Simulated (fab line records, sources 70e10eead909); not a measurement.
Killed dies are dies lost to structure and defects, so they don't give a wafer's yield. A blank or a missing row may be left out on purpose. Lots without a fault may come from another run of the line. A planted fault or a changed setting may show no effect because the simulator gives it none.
A struck lot beside a sound one | flow nand_harc | 16 steps out of a route of 1302
Sound: wafers L127.2, L127.4, L127.6. Struck: wafers L146.1, L146.2, L146.5. The cause comes at the end.
At each step with rows: each side's tool, then ch and its chambers, then its first start. Under that, the readings that differ: sound wafers | struck wafers | difference of the means | sigmas: that difference in standard deviations of wafers without a fault.
alike: readings whose means differ by less than 2 such deviations, and words and numbers that are the same on both sides. not compared: withheld readings, readings that some wafer has no value for, bounds like >300 that may hide the same value, and numbers for which the record gives no deviation and whose values overlap.
The two part at a step that has a row with sigmas, a row that says differs or no value, or rows on one side only. Numbers that don't overlap but have no deviation are shown without sigmas and don't part them. A reading that every wafer of one side lacks parts them only if that side has two wafers or more.

NHARC_A_ONON_D2_THK_MEAS_11: measures by ellipsometry.
  sound on film_metro-02, day 12 10:44; struck on film_metro-02, day 20 09:59
  alike: thk_nm
then, 1 step without rows for these wafers: NHARC_A_ONON_D2_DEP_12 (target thk 1000 nm).
NHARC_A_ONON_D2_THK_MEAS_14: measures by ellipsometry.
  sound on film_metro-01, day 12 11:19; struck on film_metro-01, day 20 10:34
  alike: thk_nm
then, 2 steps without rows for these wafers: NHARC_A_ONON_D2_ANNEAL_15 (time 3600 s); NHARC_A_ONON_D2_DEP_16 (target thk 1000 nm).
NHARC_A_ONON_D2_THK_MEAS_18: measures by ellipsometry.
  sound on film_metro-01, day 12 20:57; struck on film_metro-02, day 20 18:19
  reading     | sound          | struck      | difference | sigmas
  thk_nm (nm) | 1003 1005 1003 | 979 978 977 | -26        | -2
then, 1 step without rows for these wafers: NHARC_A_ONON_D2_DEP_19 (target thk 1000 nm).
NHARC_A_ONON_D2_THK_MEAS_21: measures by ellipsometry.
  sound on film_metro-01, day 12 21:31; struck on film_metro-02, day 20 18:53
  alike: thk_nm
then, 1 step without rows for these wafers: NHARC_A_ONON_D2_DEP_22 (target thk 1000 nm).
NHARC_A_ONON_D2_THK_MEAS_24: measures by ellipsometry.
  sound on film_metro-02, day 12 22:05; struck on film_metro-01, day 20 19:27
  alike: thk_nm
then, 1 step without rows for these wafers: NHARC_A_ONON_D2_DEP_25 (target thk 1000 nm).
NHARC_A_ONON_D2_THK_MEAS_27: measures by ellipsometry.
  sound on film_metro-01, day 12 22:38; struck on film_metro-01, day 20 20:02
  alike: thk_nm
NHARC_A_ONON_D2_DEP_28: target thk 1000 nm.
  sound on pecvd_onon-04 ch 0, day 12 22:46; struck on pecvd_onon-02 ch 0, day 20 20:05
NHARC_A_ONON_D2_THK_MEAS_30: measures by ellipsometry.
  sound on film_metro-02, day 12 23:13; struck on film_metro-02, day 20 20:37
  alike: thk_nm
NHARC_A_ONON_D2_DEP_33: deposits SiO2, target thk 200 nm.
  sound on pecvd-04 ch 0,1, day 12 23:19; struck on pecvd-02 ch 0,1,2, day 20 20:40
  alike: heater_power_w, throttle_valve_pct
-- the record jumps here: 11 days lie between the struck wafers' starts before and after (it left off in module A_ONON_D2 and takes up again in module END, whose first step shown is number 1302 of the route) --
NHARC_END_SORT_01:
  the record has rows for the struck wafers here (prober-01 ch 0, day 32 07:06) and none for the sound ones

WHERE THEY PART
First at NHARC_A_ONON_D2_THK_MEAS_18; last, within this record, at NHARC_END_SORT_01.

WHY: what the simulator had put in
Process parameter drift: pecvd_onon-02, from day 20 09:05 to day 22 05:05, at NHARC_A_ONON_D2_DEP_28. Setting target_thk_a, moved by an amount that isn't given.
